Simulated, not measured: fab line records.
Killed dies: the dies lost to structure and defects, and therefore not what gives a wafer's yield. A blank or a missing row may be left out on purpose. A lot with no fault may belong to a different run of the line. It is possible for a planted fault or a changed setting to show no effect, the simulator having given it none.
Chamber matching + flow nand harc + 4 sister chambers for NHARC_P_GATE_DESCUM_13 on rie diel-09
The step chemistry O2, time 3 s. 20 wafers are shown with their chamber, then 10 later ones without.

== EACH WAFER AND ITS CHAMBER ==
| wafer  | chamber | drypump motor current A (A) | rf vpp V (V) | throttle valve pct (%) |
|--------|---------|-----------------------------|--------------|------------------------|
| L075.1 | 2       | 5.5                         | 58.3         | 11.305                 |
| L075.3 | 3       | 6.5                         | 57.7         | 11.307                 |
| L075.5 | 0       | 5.9                         | 57.5         | 11.320                 |
| L076.2 | 3       | 6.5                         | 58.7         | 11.320                 |
| L076.4 | 0       | 6.0                         | 56.2         | 11.314                 |
| L076.5 | 0       | 6.0                         | 56.6         | 11.314                 |
| L077.2 | 1       | 5.2                         | 57.5         | 11.308                 |
| L077.3 | 2       | 5.5                         | 55.8         | 11.320                 |
| L077.6 | 3       | 6.6                         | 58.6         | 11.303                 |
| L078.1 | 3       | 6.6                         | 57.6         | 11.309                 |
| L078.2 | 0       | 5.9                         | 56.9         | 11.303                 |
| L078.3 | 2       | 5.5                         | 58.3         | 11.324                 |
| L079.2 | 2       | 5.5                         | 57.8         | 11.329                 |
| L079.4 | 1       | 5.2                         | 57.9         | 11.295                 |
| L079.6 | 1       | 5.2                         | 57.7         | 11.309                 |
| L082.2 | 3       | 6.5                         | 58.0         | 11.307                 |
| L082.3 | 1       | 5.2                         | 58.4         | 11.323                 |
| L082.5 | 2       | 5.5                         | 58.6         | 11.300                 |
| L083.1 | 3       | 6.5                         | 57.9         | 11.325                 |
| L083.2 | 0       | 6.0                         | 58.2         | 11.305                 |

SIGNATURES (averages over the wafers above)
| reading                 | chamber 0 | chamber 1 | chamber 2 | chamber 3 | scatter within a chamber |
|-------------------------|-----------|-----------|-----------|-----------|--------------------------|
| drypump motor current A | 5.960     | 5.200     | 5.500     | 6.533     | 0.0398                   |
| rf vpp V                | 57.080    | 57.875    | 57.760    | 58.083    | 0.755                    |
| throttle valve pct      | 11.31120  | 11.30875  | 11.31560  | 11.31183  | 0.00997                  |
Rule: for a wafer and a chamber, the distance is found by dividing, reading by reading, the gap between the wafer's reading and the chamber's mean by the reading's scatter, squaring, summing and taking the root. If the next closest chamber is less than 2 further off than the closest, the wafer can't be placed; otherwise it belongs to the closest. How the scatter is found: for the shown wafers, subtract from each reading the mean of its chamber, square and add these, divide the total by (wafers less chambers), then take the root.

== WAFERS MISSING THEIR CHAMBER ==
| wafer  | drypump motor current A (A) | rf vpp V (V) | throttle valve pct (%) |
|--------|-----------------------------|--------------|------------------------|
| L083.3 | 5.2                         | 57.3         | 11.306                 |
| L087.3 | 5.5                         | 56.6         | 11.308                 |
| L087.5 | 6.6                         | 58.5         | 11.307                 |
| L087.6 | 6.0                         | 58.0         | 11.315                 |
| L096.2 | 6.6                         | 56.1         | 11.296                 |
| L096.3 | 6.0                         | 56.8         | 11.308                 |
| L096.5 | 5.5                         | 57.5         | 11.328                 |
| L097.3 | 5.9                         | 57.8         | 11.318                 |
| L097.5 | 5.6                         | 58.2         | 11.305                 |
| L097.6 | 5.2                         | 58.4         | 11.316                 |

== EACH ONE'S CHAMBER ==
| wafer  | from the rows above | in truth |
|--------|---------------------|----------|
| L083.3 | 1                   | 1        |
| L087.3 | 2                   | 2        |
| L087.5 | 3                   | 3        |
| L087.6 | 0                   | 0        |
| L096.2 | 3                   | 3        |
| L096.3 | 0                   | 0        |
| L096.5 | 2                   | 2        |
| L097.3 | 0                   | 0        |
| L097.5 | 2                   | 2        |
| L097.6 | 1                   | 1        |
Correct placement for 10 of the 10. Not placeable from these rows: 0. 0 placed wrongly.
